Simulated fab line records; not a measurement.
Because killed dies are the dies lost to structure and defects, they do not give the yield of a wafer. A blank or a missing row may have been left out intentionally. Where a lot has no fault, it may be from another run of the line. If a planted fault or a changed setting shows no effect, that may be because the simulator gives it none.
3 desks looking at one fault / flow nandHarc / each desk has only its own numbers; what lay behind them comes last

## AT THE METROLOGY DESK
Means of the sampled wafers that have a number, per lot and without regard to the tool the lot ran on: this is what the gauges read. The brackets show how far a lot's mean lies from the usual mean; more than 4 standard deviations puts the lot out of limits, marked OUT.
Columns: A = overlayXNm at NHARC_P_GATE_OVL_MEAS_27, usual 0.2 nm; B = overlayYNm at NHARC_P_GATE_OVL_MEAS_27, usual 0.2 nm
lot=L426; first seen here=day 5 13:05; A=-0.7; B=0.5
lot=L428; first seen here=day 6 05:13; A=0.2; B=-1.3
lot=L430; first seen here=day 7 10:57; A=0.7; B=-0.4
lot=L431; first seen here=day 7 14:28; A=1.0; B=0.7
lot=L432; first seen here=day 7 21:46; A=0.8; B=1.1
lot=L435; first seen here=day 9 07:16; A=1.4; B=0.2
lot=L442; first seen here=day 12 02:14; A=-0.2; B=0.9
lot=L443; first seen here=day 12 13:13; A=-1.1; B=1.3
lot=L444; first seen here=day 12 21:20; A=0.6; B=0.1
lot=L445; first seen here=day 13 07:17; A=-0.9; B=-1.0
lot=L446; first seen here=day 13 16:47; A=1.4; B=1.3
lot=L447; first seen here=day 14 03:18; A=-1.5; B=-0.7
lot=L448; first seen here=day 14 16:43; A=-1.2; B=-0.3
This desk's finding: nothing out of limits on any of the 13 lots.

## THE DEFECT DESK
Lot by lot, what the route's inspections counted, given as the mean of those sampled wafers with a number. The brackets show how far a lot's mean lies from the usual mean; more than 4 standard deviations puts the lot out of limits, marked OUT.
Columns: A = rawDefectCount at NHARC_P_GATE_INSPECT_28, usual 6
lot=L426; first seen here=day 5 13:08; A=7
lot=L428; first seen here=day 6 05:14; A=9
lot=L430; first seen here=day 7 10:59; A=3
lot=L431; first seen here=day 7 14:30; A=5
lot=L432; first seen here=day 7 21:47; A=45 (+12) OUT
lot=L435; first seen here=day 9 07:18; A=39 (+11) OUT
lot=L442; first seen here=day 12 02:16; A=4
lot=L443; first seen here=day 12 13:15; A=4
lot=L444; first seen here=day 12 21:22; A=9
lot=L445; first seen here=day 13 07:19; A=8
lot=L446; first seen here=day 13 16:50; A=8
lot=L447; first seen here=day 14 03:20; A=6
lot=L448; first seen here=day 14 16:44; A=7
This desk's finding: out of limits on L432, L435; first on L432, day 7 21:47 (rawDefectCount at NHARC_P_GATE_INSPECT_28). L426, L428, L430, L431, L442, L443, L444, L445, L446, L447, L448 stayed within limits.

## DESK OF THE TOOL OWNER: furnace-01
The tool's own readings at NHARC_P_GATE_OXIDE_02 (material SiO2, target thk 37.5 nm, ox time 365 s): means of the sampled wafers that have a number, for each lot that ran on this tool. The brackets show how far a lot's mean lies from the usual mean; more than 4 standard deviations puts the lot out of limits, marked OUT.
Columns: A = zonePowerCentrePct at NHARC_P_GATE_OXIDE_02, usual 20.4 %
lot=L430; first seen here=day 6 15:01; A=21.2
lot=L431; first seen here=day 6 15:01; A=21.3
lot=L432; first seen here=day 7 02:21; A=21.0
lot=L435; first seen here=day 8 11:27; A=21.0
lot=L442; first seen here=day 11 05:12; A=21.2
lot=L443; first seen here=day 11 13:52; A=21.1
lot=L445; first seen here=day 12 10:01; A=21.2
lot=L446; first seen here=day 12 19:11; A=21.1
lot=L448; first seen here=day 13 21:10; A=21.1
This desk's finding: nothing out of limits on any of the 9 lots.

## PUT TOGETHER
The defect desk could have raised an alarm at day 7 21:47, on L432, L435.
From the metrology desk's view, nothing was out of limits.
The tool owner's desk saw nothing out of limits.
The metrology desk holds a record of L432, L435, inside its limits.
Tool owner's desk: L432, L435 on record, inside its limits.
On furnace-01, each named lot ran NHARC_P_GATE_OXIDE_02.

## WHAT HAD BEEN PUT IN BY THE SIMULATOR
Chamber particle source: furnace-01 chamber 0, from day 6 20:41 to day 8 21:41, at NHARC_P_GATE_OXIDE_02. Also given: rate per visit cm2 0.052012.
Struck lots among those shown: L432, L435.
Hours from the fault's start to each desk's first reading out of limits: the defect desk, 25.
